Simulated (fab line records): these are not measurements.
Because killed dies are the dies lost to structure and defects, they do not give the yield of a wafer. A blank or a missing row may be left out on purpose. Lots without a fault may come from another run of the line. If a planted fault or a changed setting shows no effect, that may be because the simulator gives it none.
Matching of chambers + flow n5Finfet + rieDiel-01 running N5_BEOL_M0_CUTY_DESCUM_61: 4 sister chambers
The step chemistry O2, time 7.9 s. 4 wafers are shown with their chamber, then 7 later ones without.

== EACH WAFER AND ITS CHAMBER ==
| wafer  | chamber | showerheadPlenumPTorr (Torr) |
|--------|---------|------------------------------|
| L078.6 | 2       | 2.16                         |
| L079.2 | 0       | 2.15                         |
| L084.2 | 3       | 2.16                         |
| L084.4 | 1       | 2.12                         |

== WAFERS WITH NO CHAMBER GIVEN ==
| wafer  | showerheadPlenumPTorr (Torr) |
|--------|------------------------------|
| L084.6 | 2.16                         |
| L087.1 | 2.16                         |
| L087.2 | 2.12                         |
| L087.3 | 2.16                         |
| L091.1 | 2.16                         |
| L091.3 | 2.11                         |
| L091.6 | 2.11                         |

== EACH ONE'S CHAMBER ==
| wafer  | from the rows above          | in truth |
|--------|------------------------------|----------|
| L084.6 | can't be placed: 2 or 3 or 0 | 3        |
| L087.1 | can't be placed: 2 or 3 or 0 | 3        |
| L087.2 | 1                            | 1        |
| L087.3 | can't be placed: 2 or 3 or 0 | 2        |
| L091.1 | can't be placed: 2 or 3 or 0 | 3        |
| L091.3 | 1                            | 1        |
| L091.6 | 1                            | 1        |
Correct placement for 3 of the 7. Not placeable from these rows: 4 (in 4, the candidates include the true chamber). Number placed wrongly: 0.
How it was worked out, from the rows above alone: a wafer's distance from a chamber is the root of the sum, over the readings, of the square of ((its reading less the chamber's mean) divided by the reading's scatter). If the next closest chamber is less than 2 further off than the closest, the wafer can't be placed; otherwise it belongs to the closest. Each chamber's mean is taken over the wafers shown for it. The scatter (one wafer shown for each chamber): square how far every hidden wafer sits from the nearest shown wafer, average those squares and take the square root.
